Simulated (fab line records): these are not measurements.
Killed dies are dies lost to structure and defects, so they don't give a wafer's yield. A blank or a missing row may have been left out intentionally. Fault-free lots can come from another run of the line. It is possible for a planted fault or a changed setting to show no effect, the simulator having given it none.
Chamber matching    flow n5 finfet    N5_BEOL_M1_DESCUM_16 on rie diel-04 has 4 sister chambers
The step chemistry O2, time 7 s. 22 wafers are shown with their chamber, then 11 later ones without.

EACH WAFER AND ITS CHAMBER
wafer   chamber  showerhead plenum p Torr (Torr)  drypump motor current A (A)  throttle valve pct (%)
L074.3  1        2.09                             6.2                          20.20
L074.4  2        2.17                             5.5                          20.79
L074.5  1        2.09                             6.2                          20.18
L076.1  1        2.09                             6.2                          20.19
L076.2  0        1.94                             6.4                          20.52
L076.4  1        2.09                             6.2                          20.19
L077.4  1        2.09                             6.2                          20.18
L077.5  0        1.94                             6.3                          20.53
L077.6  2        2.17                             5.5                          20.79
L078.2  2        2.17                             5.5                          20.78
L078.3  0        1.94                             6.4                          20.53
L078.6  0        1.94                             6.4                          20.53
L080.2  0        1.94                             6.4                          20.56
L080.4  0        1.94                             6.4                          20.54
L080.5  1        2.09                             6.2                          20.21
L081.2  1        2.09                             6.2                          20.20
L081.5  0        1.94                             6.3                          20.53
L081.6  1        2.09                             6.2                          20.21
L082.1  0        1.94                             6.4                          20.52
L082.2  3        2.06                             6.0                          20.33
L082.6  1        2.09                             6.2                          20.19
L092.1  1        2.08                             6.2                          20.23

SIGNATURES (means of the wafers above)
reading                   chamber 0  chamber 1  chamber 2  chamber 3  scatter within a chamber
showerhead plenum p Torr  1.9400     2.0890     2.1700     2.0600     0.00224
drypump motor current A   6.375      6.200      5.500      6.000      0.0289
throttle valve pct        20.5325    20.1980    20.7867    20.3300    0.0137
Rule: a wafer's distance from a chamber is the root of the sum, over the readings, of the square of ((its reading less the chamber's mean) divided by the reading's scatter). The wafer belongs to the nearest chamber; if the next one is less than 2 further off, it can't be placed. The scatter is the square root of a quotient: the sum, over the shown wafers, of each reading's squared deviation from its chamber's mean, divided by wafers minus chambers.

WAFERS MISSING THEIR CHAMBER
wafer   showerhead plenum p Torr (Torr)  drypump motor current A (A)  throttle valve pct (%)
L092.4  2.17                             5.5                          20.48
L092.5  2.08                             6.2                          20.23
L095.2  1.93                             6.4                          20.57
L095.4  2.16                             5.5                          20.50
L095.5  2.05                             6.0                          20.37
L097.2  1.93                             6.4                          20.57
L097.3  2.05                             6.0                          20.38
L097.5  2.08                             6.2                          20.25
L096.3  1.93                             6.3                          20.58
L096.4  2.05                             6.1                          20.36
L096.6  2.08                             6.1                          20.24

THE CHAMBER EACH PASSED THROUGH
wafer   from the rows above  in truth
L092.4  2                    2
L092.5  1                    1
L095.2  0                    0
L095.4  2                    2
L095.5  3                    3
L097.2  0                    0
L097.3  3                    3
L097.5  1                    1
L096.3  0                    0
L096.4  3                    3
L096.6  1                    1
Correctly placed: 11 of 11. Can't be placed from these rows: 0. Number placed wrongly: 0.
